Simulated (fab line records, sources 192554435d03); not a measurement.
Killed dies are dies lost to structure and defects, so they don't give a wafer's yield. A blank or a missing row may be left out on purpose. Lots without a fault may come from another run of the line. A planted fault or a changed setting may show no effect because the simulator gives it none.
fab line records | flow n5_finfet
record lots=5 wafers=15 last_day=16
route steps=1938 shown BEOL_M2@910 BEOL_M3@931
lots that met no fault: from a run of the same line without faults
start_h: hours from the record's first day to the start of the lot's first wafer shown | wait_h: hours since the lot's step before | " the same as in the row above | L1.1+2: a row that stands for several wafers | - no value, or no start given | * or withheld: withheld | < > ~ a bound
route shown NAME@n: a module of which the file shows steps, and the number in the route of the first | usual: mean/standard deviation of fault-free wafers | same: alike in all rows | chamber/n: place in a boat | sites: the reading at each site | _std_site: their standard deviation | _edge_site: outer sites' mean less inner sites' | radius_mm: how far each site lies from the wafer's centre | mask NAME#n: copy n | behind: the tool/chamber that last shaped the wafer | hold: why the lot was held/for how many hours/how that ended | device: the transistor (n, p or np) that didn't switch | end of line: the same wafers' tests at the end of the route | a step without rows: its recipe alone | killed: dies lost to structure and defects at the first sort, not the wafer's yield | map: a wafer's dies, x killed, . not, _ none there
set.NAME: the setting as run; set.NAME@STEP: as run at that earlier step | model.NAME: the simulator's own value behind a step, which no gauge read
lots at some steps of the route; a table a step, a row a wafer
services: from which hour (start_h, from the record's first day; less than 0 if before it) a tool's chamber was out of use, for how many hours, and why
## steps
# step N5_BEOL_M2_SPUTTER_86
# recipe material=Cu target_thk_a=45 temp_c=-20 chamber_pressure_pa=0.07 power_w=withheld time_s=8.29
# usual susceptor_temp_C=-19.98/0.1 throttle_valve_pct=29.8/0.83
# columns lot.wafer tool chamber start_h wait_h susceptor_temp_C throttle_valve_pct
L075.2 pvd_sputter-03 - 144.08 0.1 -19.92 30.9
L075.3 " - " " -19.94 29.4
L075.5 " - " " -19.98 30.9
L077.1 pvd_sputter-01 - 156.36 0.1 -20.01 31.0
L077.2 " - " " -19.91 29.2
L077.3 " - " " -20.01 29.5
L076.1 pvd_sputter-03 - 157.75 0.1 -19.97 29.7
L076.2 " - " " -20.28 30.7
L076.6 " - " " -19.98 30.4
L086.1 pvd_sputter-03 - 227.72 0.1 -20.00 29.4
L086.2 " - " " -19.84 30.8
L086.5 " - " " -20.19 29.5
L094.1 pvd_sputter-02 - 261.64 0.1 -20.11 28.2
L094.4 " - " " -20.07 29.0
L094.6 " - " " -20.15 30.7
# step N5_BEOL_M2_ANNEAL_87
# recipe temp_c=400 time_s=240 ambient=vacuum
# usual heater_power_w=796/82 susceptor_temp_C=400.05/0.22
# columns lot.wafer tool chamber start_h wait_h heater_power_w susceptor_temp_C
L075.2 pvd_sputter-03 - 144.17 0.0 707 399.84
L075.3 " - " " 925 400.01
L075.5 " - " " 695 399.76
L077.1 pvd_sputter-01 - 156.44 0.0 798 399.73
L077.2 " - " " 805 400.17
L077.3 " - " " 732 400.14
L076.1 pvd_sputter-03 - 157.83 0.0 946 399.90
L076.2 " - " " 700 400.25
L076.6 " - " " 777 399.88
L086.1 pvd_sputter-03 - 227.80 0.0 939 399.96
L086.2 " - " " 690 399.95
L086.5 " - " " 667 400.23
L094.1 pvd_sputter-02 - 261.72 0.0 869 400.35
L094.4 " - " " 787 400.07
L094.6 " - " " 861 399.89
# step N5_BEOL_M2_SPUTTER_88
# recipe material=Cu target_thk_a=45 temp_c=-20 chamber_pressure_pa=0.07 power_w=withheld time_s=8.29
# usual susceptor_temp_C=-19.99/0.11 throttle_valve_pct=29.8/0.84
# columns lot.wafer tool chamber start_h wait_h susceptor_temp_C throttle_valve_pct
L075.2 pvd_sputter-03 - 144.33 0.1 -19.92 30.8
L075.3 " - " " -20.05 29.2
L075.5 " - " " -19.77 30.9
L077.1 pvd_sputter-01 - 156.58 0.1 -20.03 31.1
L077.2 " - " " -20.09 29.0
L077.3 " - " " -19.90 29.8
L076.1 pvd_sputter-03 - 157.97 0.1 -19.99 29.3
L076.2 " - " " -20.03 30.9
L076.6 " - " " -20.21 30.3
L086.1 pvd_sputter-03 - 227.94 0.1 -20.12 29.2
L086.2 " - " " -19.94 30.9
L086.5 " - " " -20.05 29.7
L094.1 pvd_sputter-02 - 261.86 0.1 -19.77 28.1
L094.4 " - " " -19.89 29.0
L094.6 " - " " -19.83 30.7
# step N5_BEOL_M2_ANNEAL_89
# recipe temp_c=400 time_s=240 ambient=vacuum
# usual heater_power_w=798/85 susceptor_temp_C=400.00/0.24
# columns lot.wafer tool chamber start_h wait_h heater_power_w susceptor_temp_C
L075.2 pvd_sputter-03 - 144.42 0.0 699 399.98
L075.3 " - " " 955 400.06
L075.5 " - " " 697 400.02
L077.1 pvd_sputter-01 - 156.66 0.0 806 400.14
L077.2 " - " " 806 399.52
L077.3 " - " " 748 400.05
L076.1 pvd_sputter-03 - 158.05 0.0 952 399.90
L076.2 " - " " 672 399.92
L076.6 " - " " 763 400.32
L086.1 pvd_sputter-03 - 228.02 0.0 968 400.04
L086.2 " - " " 694 399.92
L086.5 " - " " 654 399.85
L094.1 pvd_sputter-02 - 261.94 0.0 909 399.91
L094.4 " - " " 774 399.66
L094.6 " - " " 836 400.23
# step N5_BEOL_M2_SPUTTER_90
# recipe material=Cu target_thk_a=45 temp_c=-20 chamber_pressure_pa=0.07 power_w=withheld time_s=8.29
# usual susceptor_temp_C=-20.00/0.1 throttle_valve_pct=29.7/0.86
# columns lot.wafer tool chamber start_h wait_h susceptor_temp_C throttle_valve_pct
L075.2 pvd_sputter-03 - 144.58 0.1 -20.09 30.9
L075.3 " - " " -19.86 29.4
L075.5 " - " " -19.87 30.8
L077.1 pvd_sputter-01 - 156.80 0.1 -19.95 31.0
L077.2 " - " " -19.87 28.8
L077.3 " - " " -19.93 29.5
L076.1 pvd_sputter-03 - 158.19 0.1 -20.07 29.5
L076.2 " - " " -20.07 30.9
L076.6 " - " " -19.99 30.1
L086.1 pvd_sputter-03 - 228.16 0.1 -20.24 29.1
L086.2 " - " " -19.68 30.8
L086.5 " - " " -19.91 29.6
L094.1 pvd_sputter-02 - 262.08 0.1 -19.88 27.9
L094.4 " - " " -19.92 29.1
L094.6 " - " " -19.98 30.9
# step N5_BEOL_M2_ANNEAL_91
# recipe temp_c=400 time_s=240 ambient=vacuum
# usual heater_power_w=797/84 susceptor_temp_C=399.99/0.22
# columns lot.wafer tool chamber start_h wait_h heater_power_w susceptor_temp_C
L075.2 pvd_sputter-03 - 144.67 0.0 710 399.86
L075.3 " - " " 965 399.87
L075.5 " - " " 697 399.53
L077.1 pvd_sputter-01 - 156.88 0.0 787 399.83
L077.2 " - " " 786 400.41
L077.3 " - " " 733 399.92
L076.1 pvd_sputter-03 - 158.27 0.0 944 400.15
L076.2 " - " " 693 399.87
L076.6 " - " " 788 400.08
L086.1 pvd_sputter-03 - 228.24 0.0 957 400.07
L086.2 " - " " 702 400.32
L086.5 " - " " 659 399.92
L094.1 pvd_sputter-02 - 262.16 0.0 873 399.76
L094.4 " - " " 789 400.33
L094.6 " - " " 839 400.14
# step N5_BEOL_M2_SPUTTER_92
# recipe material=Cu target_thk_a=45 temp_c=-20 chamber_pressure_pa=0.07 power_w=withheld time_s=8.29
# usual susceptor_temp_C=-20.01/0.11 throttle_valve_pct=29.8/0.84
# columns lot.wafer tool chamber start_h wait_h susceptor_temp_C throttle_valve_pct
L075.2 pvd_sputter-03 - 144.83 0.1 -20.04 30.6
L075.3 " - " " -19.88 29.5
L075.5 " - " " -20.20 30.7
L077.1 pvd_sputter-01 - 157.02 0.1 -20.06 30.7
L077.2 " - " " -20.29 29.3
L077.3 " - " " -20.06 29.5
L076.1 pvd_sputter-03 - 158.41 0.1 -19.95 29.5
L076.2 " - " " -19.99 30.9
L076.6 " - " " -20.22 30.0
L086.1 pvd_sputter-03 - 228.38 0.1 -19.96 29.1
L086.2 " - " " -19.91 30.7
L086.5 " - " " -20.06 30.0
L094.1 pvd_sputter-02 - 262.30 0.1 -20.07 27.7
L094.4 " - " " -19.99 29.2
L094.6 " - " " -19.86 30.8
# step N5_BEOL_M2_ANNEAL_93
# recipe temp_c=400 time_s=240 ambient=vacuum
# usual heater_power_w=796/85 susceptor_temp_C=400.02/0.21
# columns lot.wafer tool chamber start_h wait_h heater_power_w susceptor_temp_C
L075.2 pvd_sputter-03 - 144.92 0.0 679 400.06
L075.3 " - " " 959 400.00
L075.5 " - " " 693 400.15
L077.1 pvd_sputter-01 - 157.10 0.0 771 399.91
L077.2 " - " " 809 399.77
L077.3 " - " " 728 399.88
L076.1 pvd_sputter-03 - 158.49 0.0 931 400.36
L076.2 " - " " 696 399.98
L076.6 " - " " 765 399.92
L086.1 pvd_sputter-03 - 228.46 0.0 941 399.66
L086.2 " - " " 676 400.34
L086.5 " - " " 643 399.98
L094.1 pvd_sputter-02 - 262.38 0.0 888 400.24
L094.4 " - " " 767 399.90
L094.6 " - " " 845 399.88
# step N5_BEOL_M2_SPUTTER_94
# recipe material=Cu target_thk_a=45 temp_c=-20 chamber_pressure_pa=0.07 power_w=withheld time_s=8.29
# usual susceptor_temp_C=-20.00/0.11 throttle_valve_pct=29.7/0.85
# columns lot.wafer tool chamber start_h wait_h susceptor_temp_C throttle_valve_pct
L075.2 pvd_sputter-03 - 145.07 0.1 -19.86 30.6
L075.3 " - " " -20.12 29.4
L075.5 " - " " -19.98 30.8
L077.1 pvd_sputter-01 - 157.24 0.1 -19.93 30.7
L077.2 " - " " -20.00 29.0
L077.3 " - " " -20.01 29.7
L076.1 pvd_sputter-03 - 158.63 0.1 -20.09 29.4
L076.2 " - " " -19.93 30.8
L076.6 " - " " -20.02 30.2
L086.1 pvd_sputter-03 - 228.60 0.1 -19.77 29.4
L086.2 " - " " -20.00 30.9
L086.5 " - " " -19.95 29.4
L094.1 pvd_sputter-02 - 262.52 0.1 -19.98 28.1
L094.4 " - " " -20.05 29.3
L094.6 " - " " -19.71 30.9
# step N5_BEOL_M2_ANNEAL_95
# recipe temp_c=400 time_s=240 ambient=vacuum
# usual heater_power_w=796/83 susceptor_temp_C=400.00/0.22
# columns lot.wafer tool chamber start_h wait_h heater_power_w susceptor_temp_C
L075.2 pvd_sputter-03 - 145.16 0.0 691 399.98
L075.3 " - " " 954 400.16
L075.5 " - " " 706 399.65
L077.1 pvd_sputter-01 - 157.32 0.0 779 399.70
L077.2 " - " " 816 400.23
L077.3 " - " " 724 399.83
L076.1 pvd_sputter-03 - 158.71 0.0 950 400.17
L076.2 " - " " 697 399.95
L076.6 " - " " 804 399.71
L086.1 pvd_sputter-03 - 228.68 0.0 938 399.98
L086.2 " - " " 680 400.07
L086.5 " - " " 655 400.50
L094.1 pvd_sputter-02 - 262.60 0.0 881 400.07
L094.4 " - " " 800 400.14
L094.6 " - " " 815 400.12
# step N5_BEOL_M2_SPUTTER_96
# recipe material=Cu target_thk_a=45 temp_c=-20 chamber_pressure_pa=0.07 power_w=withheld time_s=8.29
# usual susceptor_temp_C=-20.01/0.11 throttle_valve_pct=29.7/0.84
# columns lot.wafer tool chamber start_h wait_h susceptor_temp_C throttle_valve_pct
L075.2 pvd_sputter-03 - 145.32 0.1 -20.05 30.6
L075.3 " - " " -20.01 29.3
L075.5 " - " " -20.04 30.6
L077.1 pvd_sputter-01 - 157.46 0.1 -20.09 30.8
L077.2 " - " " -19.88 29.3
L077.3 " - " " -20.06 29.3
L076.1 pvd_sputter-03 - 158.85 0.1 -20.13 29.1
L076.2 " - " " -19.99 30.8
L076.6 " - " " -19.92 30.1
L086.1 pvd_sputter-03 - 228.82 0.1 -20.10 29.4
L086.2 " - " " -20.07 30.6
L086.5 " - " " -19.97 29.3
L094.1 pvd_sputter-02 - 262.74 0.1 -19.89 27.6
L094.4 " - " " -19.92 29.1
L094.6 " - " " -20.09 30.9
# step N5_BEOL_M2_ECD_50
# recipe material=Cu target_thk_a=3000
# columns lot.wafer tool chamber start_h wait_h
L075.2+3+5 ecd_cu-01 1,1,0 145.45 0.1
L077.1+2+3 ecd_cu-02 0,1,0 157.58 0.1
L076.1+2+6 ecd_cu-02 1,0,1 158.97 0.1
L086.1+2+5 ecd_cu-01 0,1,0 228.94 0.1
L094.1+4+6 ecd_cu-02 0 262.86 0.1
# step N5_BEOL_M2_ANNEAL_51
# recipe temp_c=225 time_s=90 ambient=N2
# usual anneal_temp_c_max=226.3/0.33 wafer_temp_C_max=226.1/0.47
# columns lot.wafer tool chamber start_h wait_h anneal_temp_c_max wafer_temp_C_max
L075.2 rtp_anneal-02 0 145.57 0.1 226.9 226.5
L075.3 " 0 " " 226.4 226.2
L075.5 " 0 " " 226.5 226.7
L077.1 rtp_anneal-02 0 157.66 0.1 226.7 226.4
L077.2 " 0 " " 226.3 226.1
L077.3 " 0 " " 226.7 226.9
L076.1 rtp_anneal-01 0 159.05 0.1 226.1 226.3
L076.2 " 0 " " 226.0 225.8
L076.6 " 0 " " 226.4 225.9
L086.1 rtp_anneal-01 0 229.02 0.1 225.7 226.2
L086.2 " 0 " " 226.1 226.0
L086.5 " 0 " " 226.1 226.3
L094.1 rtp_anneal-01 0 262.94 0.1 226.0 226.3
L094.4 " 0 " " 226.0 225.8
L094.6 " 0 " " 226.2 226.1
# step N5_BEOL_M2_CMP_52
# recipe stop_on=SiOC t_overpolish_s=6.8 down_force_psi=1 platen_rpm=50 clearing_platen_down_force_psi=1.5 clearing_platen_rpm=50 post_cmp_clean=cu_alkaline target_thk_nm=40 clearing_platen_pad_velocity_m_s=0.99484 pad_velocity_m_s=0.99484
# usual barrier_field_endpoint_s=25.0/0.73 clearing_platen_rpm=50.003/0.026 motor_current_A=6.0/0.63 overpolish_run_s=6.801/0.0087 time_to_endpoint_s=63/3.5
# columns lot.wafer tool chamber start_h wait_h barrier_field_endpoint_s clearing_platen_rpm motor_current_A overpolish_run_s time_to_endpoint_s
L075.2 cmp-02 0 145.86 0.2 24.4 49.994 6.7 6.805 61
L075.3 " 2 " " 25.5 49.960 5.8 6.805 68
L075.5 " 0 " " 25.3 49.974 6.4 6.783 65
L077.3 cmp-04 3 157.96 0.2 24.2 50.057 6.4 6.803 60
L077.1 " 0 " " 23.7 49.981 5.5 6.809 58
L077.2 " 1 " " 23.8 50.008 6.3 6.797 62
L076.2 cmp-04 2 159.42 0.3 25.3 49.974 5.2 6.800 70
L076.1 " 0 " " 24.9 50.079 5.3 6.801 60
L076.6 " 3 " " 25.4 50.029 6.0 6.805 65
L086.2 cmp-01 3 229.36 0.2 24.9 49.968 6.6 6.799 65
L086.1 " 1 " " 25.5 49.948 4.9 6.807 63
L086.5 " 3 " " 25.4 49.983 6.5 6.800 65
L094.4 cmp-01 2 263.25 0.1 25.7 49.971 6.6 6.792 62
L094.1 " 0 " " 25.0 49.985 5.3 6.814 69
L094.6 " 3 " " 26.1 50.028 7.0 6.807 68
# step N5_BEOL_M2_THK_MEAS_53
# recipe thk_meas_gauge=xrf reads=Cu_of_BEOL_M2_ECD_50
# usual M2_THK=39.7/1.7
# columns lot.wafer tool chamber start_h wait_h M2_THK[nm]
L075.2 film_metro-01 - 146.12 - 39.1
L075.3 " - " " 44.0
L075.5 " - " " 40.3
L077.1 film_metro-01 - 158.25 - 36.6
L077.2 " - " " 40.2
L077.3 " - " " 42.1
L076.1 film_metro-01 - 159.72 - 36.6
L076.2 " - " " 36.6
L076.6 " - " " 40.4
L086.1 film_metro-02 - 229.61 - 40.1
L086.2 " - " " 37.8
L086.5 " - " " 40.9
L094.1 film_metro-01 - 263.55 - 40.0
L094.4 " - " " 37.6
L094.6 " - " " 41.1
# step N5_BEOL_M2_PRE_CLEAN_60
# recipe gas=NH3/H2 time_s=15 temp_c=* rf_power_w=300
# usual heater_power_w=76/11 susceptor_temp_C=*
# columns lot.wafer tool chamber start_h wait_h heater_power_w susceptor_temp_C
L075.2 cvd_co-01 2 146.16 0.0 87 *
L075.3 " 1 " " 66 *
L075.5 " 2 " " 88 *
L077.1 cvd_co-02 2 158.29 0.0 63 *
L077.2 " 0 " " 81 *
L077.3 " 1 " " 92 *
L076.1 cvd_co-01 2 159.92 0.2 88 *
L076.2 " 1 " " 68 *
L076.6 " 0 " " 70 *
L086.1 cvd_co-02 0 229.65 0.0 80 *
L086.2 " 1 " " 92 *
L086.5 " 2 " " 60 *
L094.1 cvd_co-02 1 263.59 0.0 94 *
L094.4 " 0 " " 79 *
L094.6 " 2 " " 62 *
# step N5_BEOL_M2_CO_CAP_55
# recipe material=Co target_thk_a=20 temp_c=200 precursor=CCTBA/H2 pressure_torr=30 time_s=102.1
# usual heater_power_w=225/14 susceptor_temp_C=200.02/0.17
# columns lot.wafer tool chamber start_h wait_h heater_power_w susceptor_temp_C
L075.2 cvd_co-01 2 146.20 0.0 243 200.12
L075.3 " 1 " " 216 200.03
L075.5 " 2 " " 238 200.05
L077.1 cvd_co-02 2 158.33 0.0 208 200.05
L077.2 " 0 " " 224 199.88
L077.3 " 1 " " 243 199.85
L076.1 cvd_co-01 2 159.96 0.0 244 199.94
L076.2 " 1 " " 223 199.70
L076.6 " 0 " " 216 200.19
L086.1 cvd_co-02 0 229.69 0.0 228 200.02
L086.2 " 1 " " 244 199.99
L086.5 " 2 " " 205 199.76
L094.1 cvd_co-02 1 263.63 0.0 249 200.25
L094.4 " 0 " " 225 200.34
L094.6 " 2 " " 209 199.94
# step N5_BEOL_M2_PRE_CLEAN_56
# recipe gas=NH3 time_s=15 temp_c=withheld rf_power_w=300
# columns lot.wafer tool chamber start_h wait_h
L075.2+3+5 pecvd-04 2,0,1 146.29 0.1
L077.1+2+3 pecvd-03 2,1,0 158.42 0.1
L076.1+2+6 pecvd-01 0,2,0 160.06 0.1
L086.1+2+5 pecvd-04 1,2,2 229.78 0.1
L094.1+4+6 pecvd-01 2,2,1 263.72 0.1
# step N5_BEOL_M2_DEP_57
# recipe material=SiCN target_thk_a=80 temp_c=withheld precursor=3MS/NH3 pressure_torr=3 rf_w=202 time_s=14
# usual showerhead_plenum_p_Torr=3.673/0.015 throttle_valve_pct=8.8/0.31
# columns lot.wafer tool chamber start_h wait_h showerhead_plenum_p_Torr throttle_valve_pct
L075.2 pecvd-04 2 146.31 0.0 3.706 8.9
L075.3 " 0 " " 3.676 9.1
L075.5 " 1 " " 3.669 9.0
L077.1 pecvd-03 2 158.44 0.0 3.656 8.6
L077.2 " 1 " " 3.672 9.5
L077.3 " 0 " " 3.658 9.0
L076.1 pecvd-01 0 160.09 0.0 3.675 9.1
L076.2 " 2 " " 3.669 8.4
L076.6 " 0 " " 3.684 8.9
L086.1 pecvd-04 1 229.81 0.0 3.677 8.7
L086.2 " 2 " " 3.696 9.0
L086.5 " 2 " " 3.698 9.0
L094.1 pecvd-01 2 263.74 0.0 3.663 8.4
L094.4 " 2 " " 3.664 8.3
L094.6 " 1 " " 3.668 8.9
# step N5_BEOL_M2_RS_MEAS_58
# recipe thk_meas_gauge=four-point-probe reads=Co_of_BEOL_M2_CO_CAP_55+Cu_of_BEOL_M2_ECD_50+Co_of_BEOL_M2_CVD_47+TaN_of_BEOL_M2_ALD_84
# usual M2_RS=0.68/0.039
# columns lot.wafer tool chamber start_h wait_h M2_RS[ohm/sq]
L075.2 film_metro-01 - 146.40 0.1 0.70
L075.3 " - " " 0.60
L075.5 " - " " 0.67
L077.1 film_metro-02 - 158.51 0.0 0.76
L077.2 " - " " 0.67
L077.3 " - " " 0.63
L076.1 film_metro-02 - 160.15 0.0 0.76
L076.2 " - " " 0.76
L076.6 " - " " 0.67
L086.1 film_metro-02 - 229.88 0.1 0.68
L086.2 " - " " 0.73
L086.5 " - " " 0.66
L094.1 film_metro-01 - 263.82 0.1 0.68
L094.4 " - " " 0.73
L094.6 " - " " 0.65
# step N5_BEOL_M2_INSPECT_59
# recipe inspect_instrument=darkfield mode=post_dep
# usual raw_defect_count=67/20
# columns lot.wafer tool chamber start_h wait_h raw_defect_count
L075.2 defect_inspect-01 - 146.42 0.0 63
L075.3 " - " " 75
L075.5 " - " " 83
L077.1 defect_inspect-02 - 158.54 0.0 88
L077.2 " - " " 86
L077.3 " - " " 55
L076.1 defect_inspect-01 - 160.18 0.0 62
L076.2 " - " " 32
L076.6 " - " " 43
L086.1 defect_inspect-02 - 229.90 0.0 103
L086.2 " - " " 69
L086.5 " - " " 74
L094.1 defect_inspect-01 - 263.85 0.0 45
L094.4 " - " " 104
L094.6 " - " " 25
# step N5_BEOL_M3_ILD_DEP_00
# recipe material=SiOC target_thk_a=790 temp_c=350 precursor=DEMS/O2 pressure_torr=5 rf_w=500 time_s=15.3
# usual heater_power_w=490/86 showerhead_plenum_p_Torr=5.701/0.021 susceptor_temp_C=350.01/0.2 throttle_valve_pct=12.0/0.38
# columns lot.wafer tool chamber start_h wait_h heater_power_w showerhead_plenum_p_Torr susceptor_temp_C throttle_valve_pct
L075.2 pecvd-04 2 146.46 0.0 663 5.731 349.90 11.5
L075.3 " 0 " " 479 5.714 349.84 12.4
L075.5 " 2 " " 667 5.723 350.17 11.4
L077.1 pecvd-02 2 158.57 0.0 364 5.672 350.03 11.8
L077.2 " 0 " " 426 5.709 349.62 12.1
L077.3 " 1 " " 415 5.709 350.00 12.5
L076.1 pecvd-02 2 160.22 0.0 436 5.666 349.90 11.9
L076.2 " 1 " " 494 5.708 350.36 12.6
L076.6 " 1 " " 501 5.726 350.22 12.6
L086.1 pecvd-02 0 229.94 0.0 457 5.704 350.05 12.0
L086.2 " 2 " " 416 5.678 350.14 12.0
L086.5 " 2 " " 412 5.667 350.02 11.9
L094.1 pecvd-03 2 263.89 0.0 445 5.703 349.99 11.6
L094.4 " 1 " " 468 5.699 349.90 12.4
L094.6 " 0 " " 519 5.668 350.00 12.0
# step N5_BEOL_M3_THK_MEAS_01
# recipe reads=SiOC_of_BEOL_M3_ILD_DEP_00
# usual M3_ILD_THK=78.8/1.3
# columns lot.wafer tool chamber start_h wait_h M3_ILD_THK[nm]
L075.2 film_metro-01 - 146.52 0.1 78.3
L075.3 " - " " 78.5
L075.5 " - " " 78.5
L077.1 film_metro-01 - 158.64 0.0 77.0
L077.2 " - " " 79.2
L077.3 " - " " 77.2
L076.1 film_metro-01 - 160.28 0.0 76.2
L076.2 " - " " 77.4
L076.6 " - " " 79.0
L086.1 film_metro-02 - 230.01 0.0 80.1
L086.2 " - " " 77.4
L086.5 " - " " 78.6
L094.1 film_metro-02 - 263.95 0.0 77.8
L094.4 " - " " 80.5
L094.6 " - " " 80.3
# step N5_BEOL_M3_PECVD_72
# recipe material=SiO2 target_thk_a=160 temp_c=400 precursor=TEOS/O2 pressure_torr=5.5 rf_w=450 teos_flow_sccm=53.8 gas=O2 flow_sccm=3000 time_s=18
# usual heater_power_w=732/120 showerhead_plenum_p_Torr=8.82/0.087 susceptor_temp_C=400.04/0.22 throttle_valve_pct=22.4/0.72
# columns lot.wafer tool chamber start_h wait_h heater_power_w showerhead_plenum_p_Torr susceptor_temp_C throttle_valve_pct
L075.2 pecvd-04 2 146.56 0.0 991 8.98 400.06 21.6
L075.3 " 0 " " 686 8.87 400.09 22.5
L075.5 " 1 " " 950 8.79 400.13 22.2
L077.1 pecvd-04 2 158.68 0.0 1001 8.97 400.28 21.6
L077.2 " 1 " " 908 8.83 399.86 22.0
L077.3 " 0 " " 687 8.87 399.85 22.2
L076.1 pecvd-03 0 160.32 0.0 695 8.73 399.81 22.2
L076.2 " 2 " " 686 8.79 400.41 21.1
L076.6 " 2 " " 698 8.78 400.29 21.3
L086.1 pecvd-04 2 230.04 0.0 960 8.98 400.18 21.6
L086.2 " 0 " " 756 8.88 400.38 22.6
L086.5 " 0 " " 764 8.88 400.57 22.5
L094.1 pecvd-04 1 263.99 0.0 880 8.79 399.97 22.1
L094.4 " 0 " " 679 8.89 399.75 22.5
L094.6 " 1 " " 898 8.81 399.89 22.0
# step N5_BEOL_M3_HM_DEP_02
# recipe material=TiN target_thk_a=200 temp_c=25 chamber_pressure_pa=0.49996
# usual susceptor_temp_C=25.01/0.11 throttle_valve_pct=29.7/0.97
# columns lot.wafer tool chamber start_h wait_h susceptor_temp_C throttle_valve_pct
L075.2 pvd_sputter-02 - 148.07 1.5 25.17 30.5
L075.3 " - " " 25.21 30.8
L075.5 " - " " 24.90 29.1
L077.1 pvd_sputter-02 - 159.20 0.5 24.84 28.2
L077.2 " - " " 25.15 30.7
L077.3 " - " " 25.08 28.8
L076.1 pvd_sputter-01 - 162.17 1.8 25.00 29.7
L076.2 " - " " 25.00 30.5
L076.6 " - " " 25.08 29.0
L086.1 pvd_sputter-03 - 230.24 0.2 25.22 31.2
L086.2 " - " " 24.89 29.4
L086.5 " - " " 25.20 29.5
L094.1 pvd_sputter-02 - 264.05 0.0 25.09 27.9
L094.4 " - " " 24.96 28.9
L094.6 " - " " 24.90 28.0
# step N5_BEOL_M3_COAT_61
# recipe resist=SOC temp_c=250 time_s=60 spin_rpm=1500 resist_thk_nm=60
# columns lot.wafer tool chamber start_h wait_h
L075.2+3+5 litho_track-04 0 148.19 0.1
L077.1+2+3 litho_track-01 0 159.33 0.1
L076.1+2+6 litho_track-04 0 162.30 0.1
L086.1+2+5 litho_track-02 0 230.37 0.1
L094.1+4+6 litho_track-04 0 264.17 0.1
# step N5_BEOL_M3_COAT_62
# recipe resist=SiARC temp_c=220 time_s=60 spin_rpm=1500 resist_thk_nm=12
# columns lot.wafer tool chamber start_h wait_h
L075.2+3+5 litho_track-04 0 - -
L077.1+2+3 litho_track-01 0 - -
L076.1+2+6 litho_track-04 0 - -
L086.1+2+5 litho_track-02 0 - -
L094.1+4+6 litho_track-04 0 - -
# step N5_BEOL_M3_COAT_73
# recipe resist=underlayer temp_c=205 time_s=60 spin_rpm=1500 resist_thk_nm=5
# columns lot.wafer tool chamber start_h wait_h
L075.2+3+5 litho_track-04 0 - -
L077.1+2+3 litho_track-01 0 - -
L076.1+2+6 litho_track-04 0 - -
L086.1+2+5 litho_track-02 0 - -
L094.1+4+6 litho_track-04 0 - -
# step N5_BEOL_M3_COAT_05
# recipe resist=CAR-EUV spin_rpm=1500 resist_thk_nm=30
# columns lot.wafer tool chamber start_h wait_h
L075.2+3+5 litho_track-04 0 - -
L077.1+2+3 litho_track-01 0 - -
L076.1+2+6 litho_track-04 0 - -
L086.1+2+5 litho_track-02 0 - -
L094.1+4+6 litho_track-04 0 - -
# step N5_BEOL_M3_EBR_07
# recipe solvent=PGMEA ebr_width_mm=1.5
# columns lot.wafer tool chamber start_h wait_h
L075.2+3+5 litho_track-04 0 - -
L077.1+2+3 litho_track-01 0 - -
L076.1+2+6 litho_track-04 0 - -
L086.1+2+5 litho_track-02 0 - -
L094.1+4+6 litho_track-04 0 - -
# step N5_BEOL_M3_SOFTBAKE_06
# recipe temp_c=110 time_s=60 resist=CAR-EUV
# columns lot.wafer tool chamber start_h wait_h
L075.2+3+5 litho_track-04 0 - -
L077.1+2+3 litho_track-01 0 - -
L076.1+2+6 litho_track-04 0 - -
L086.1+2+5 litho_track-02 0 - -
L094.1+4+6 litho_track-04 0 - -
# step N5_BEOL_M3_EXPOSE_08
# recipe mask_id=M3 na=0.33 source_shape=dipole sigma_inner=0.369 sigma_outer=0.767 polarization=unpolarized dose_mj=33
# same na=0.33
# columns lot.wafer tool chamber start_h wait_h mask
L075.2+3+5 euv_scanner-01 0 148.34 - M3#0
L077.1+2+3 euv_scanner-02 0 159.59 - M3#0
L076.1+2+6 euv_scanner-02 0 162.43 - M3#0
L086.1+2+5 euv_scanner-01 0 230.51 - M3#0
L094.1+4+6 euv_scanner-02 0 264.31 - M3#0
# step N5_BEOL_M3_PEB_09
# recipe peb_temp_c=100 peb_time_s=60 resist=CAR-EUV
# columns lot.wafer tool chamber start_h wait_h
L075.2+3+5 litho_track-02 0 148.39 0.0
L077.1+2+3 litho_track-04 0 159.65 0.1
L076.1+2+6 litho_track-04 0 162.49 0.1
L086.1+2+5 litho_track-01 0 230.57 0.1
L094.1+4+6 litho_track-01 0 264.37 0.1
# step N5_BEOL_M3_DEVELOP_10
# recipe develop_time_s=30 developer=TMAH resist=CAR-EUV rinse_liquid=surfactant_rinse dry=air_spin dev_temp_c=23
# same develop_time_s=30
# columns lot.wafer tool chamber start_h wait_h
L075.2+3+5 litho_track-02 0 - -
L077.1+2+3 litho_track-04 0 - -
L076.1+2+6 litho_track-04 0 - -
L086.1+2+5 litho_track-01 0 - -
L094.1+4+6 litho_track-01 0 - -
# step N5_BEOL_M3_CD_MEAS_11
# recipe target_cd_nm=17.05 landing_energy_ev=500 detector=se_inlens polarity=opening
# usual cd_nm=17.08/0.29
# columns lot.wafer tool chamber start_h wait_h cd_nm
L075.2 cd_sem-02 0 148.46 - 17.01
L075.3 " 0 " " 16.99
L075.5 " 0 " " 17.12
L077.1 cd_sem-03 0 159.72 - 17.14
L077.2 " 0 " " 17.16
L077.3 " 0 " " 16.87
L076.1 cd_sem-02 0 162.56 - 17.01
L076.2 " 0 " " 17.53
L076.6 " 0 " " 16.84
L086.1 cd_sem-01 0 230.63 - 17.48
L086.2 " 0 " " 17.56
L086.5 " 0 " " 17.45
L094.1 cd_sem-01 0 264.43 - 17.28
L094.4 " 0 " " 17.28
L094.6 " 0 " " 17.01
## services
# columns tool chamber start_h hours kind
euv_scanner-01 - 136.34 4.6 pm
pecvd-04 - 139.50 0.5 repair
pecvd-02 - 140.79 14.6 pm
cmp-04 - 146.17 0.8 repair
cmp-01 - 147.64 1.0 repair
cvd_co-02 2 161.91 7.8 repair
ecd_cu-01 - 162.35 0.4 repair
ecd_cu-01 - 164.86 1.7 repair
pecvd-02 2 166.02 23.7 repair
euv_scanner-01 - 168.38 1.0 pm
euv_scanner-02 - 174.00 1.0 pm
pecvd-04 - 182.39 1.5 repair
pecvd-04 1 188.20 4.6 repair
pecvd-01 - 188.36 0.8 repair
cvd_co-02 1 191.08 4.8 repair
cmp-01 - 195.35 3.5 repair
cmp-04 - 199.06 17.2 pm
cvd_co-02 - 199.26 2.8 pm
cvd_co-01 0 207.82 6.1 repair
ecd_cu-01 - 221.68 0.9 repair
euv_scanner-01 - 224.27 1.0 pm
euv_scanner-02 - 230.15 1.0 pm
pecvd-02 - 239.60 1.0 repair
pecvd-01 - 242.73 2.0 repair
## key
fault none
